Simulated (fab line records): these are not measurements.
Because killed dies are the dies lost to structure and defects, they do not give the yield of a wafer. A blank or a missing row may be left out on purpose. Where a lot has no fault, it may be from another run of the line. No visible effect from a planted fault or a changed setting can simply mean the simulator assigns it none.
Comparing a struck lot with a sound one || flow nand_harc || 12 out of 1302 route steps
Sound: these wafers, L564.1, L564.2, L564.5. The struck wafers were L574.1, L574.3, L574.6. Last of all comes the cause.
Order at every step that has rows: each side's tool, ch and its chambers, its first start. Under that, the readings that differ: sound wafers || struck wafers || difference of the means || sigmas: that difference in standard deviations of wafers without a fault.
alike: readings with means less than 2 such deviations apart, plus words and numbers identical on both sides. not compared: withheld readings, readings lacking a value on some wafer, bounds such as >300 that could conceal the same value, and numbers that have no deviation in the record and whose values overlap.
Wherever a step has rows on one side only, a row that says differs or no value, or a row with sigmas, the two part there. Non-overlapping numbers with no deviation appear without sigmas and do not part them. Lack of a reading on every wafer of one side parts them only where that side has two or more wafers.

NHARC_A_WL_FILL_INSPECT_15:
  sound on defect_inspect-02 at day 22 04:20; struck on defect_inspect-01 at day 26 07:40
  alike: raw_defect_count
NHARC_A_CONTACT_DEP_24: deposits SiO2, target thk 500 nm.
  sound on pecvd-03 ch 0,2, day 22 04:23; struck on pecvd-04 ch 0,1, day 26 07:48
{"reading": "heater_power_w (W)", "sound": "339 482 513", "struck": "645 684 693", "difference": "+229", "sigmas": "+2"}
  alike: throttle_valve_pct
NHARC_A_CONTACT_DEP_28: deposits aC, target thk 7000 nm.
  sound on acl_dep-01 ch 0, day 22 04:59; struck on acl_dep-01 ch 0, day 26 08:20
  alike: throttle_valve_pct
NHARC_A_CONTACT_DEP_29: deposits SiON, target thk 100 nm.
  sound on pecvd-03 ch 0,1, day 22 09:11; struck on pecvd-01 ch 0,1,2, day 26 12:35
  alike: heater_power_w
then, 5 steps without rows for these wafers: NHARC_A_CONTACT_DEHYDRATE_32 (time 120 s); NHARC_A_CONTACT_HMDS_33 (time 30 s); NHARC_A_CONTACT_COAT_34 (time 75 s); NHARC_A_CONTACT_COAT_35 (time 65 s); NHARC_A_CONTACT_COAT_36 (resist thk 90 nm).
NHARC_A_CONTACT_SOFTBAKE_37: time 55 s.
  sound on litho_track-01 ch 0, day 22 09:00; struck on litho_track-04 ch 0, day 26 12:00
{"reading": "heater_power_total_W (W)", "sound": "188.48 188.34 188.28", "struck": "158.13 157.81 157.87", "difference": -30.43, "sigmas": "-99 or more"}
following that, these wafers have no rows for 1 step: NHARC_A_CONTACT_EBR_38.
NHARC_END_SORT_01:
  the record has rows for the sound wafers here (prober-02 ch 0, day 25 07:47) and none for the struck ones

== WHERE THEY PART ==
Last at NHARC_END_SORT_01 as far as this record goes, first at NHARC_A_CONTACT_DEP_24.

WHY: what had been put in by the simulator
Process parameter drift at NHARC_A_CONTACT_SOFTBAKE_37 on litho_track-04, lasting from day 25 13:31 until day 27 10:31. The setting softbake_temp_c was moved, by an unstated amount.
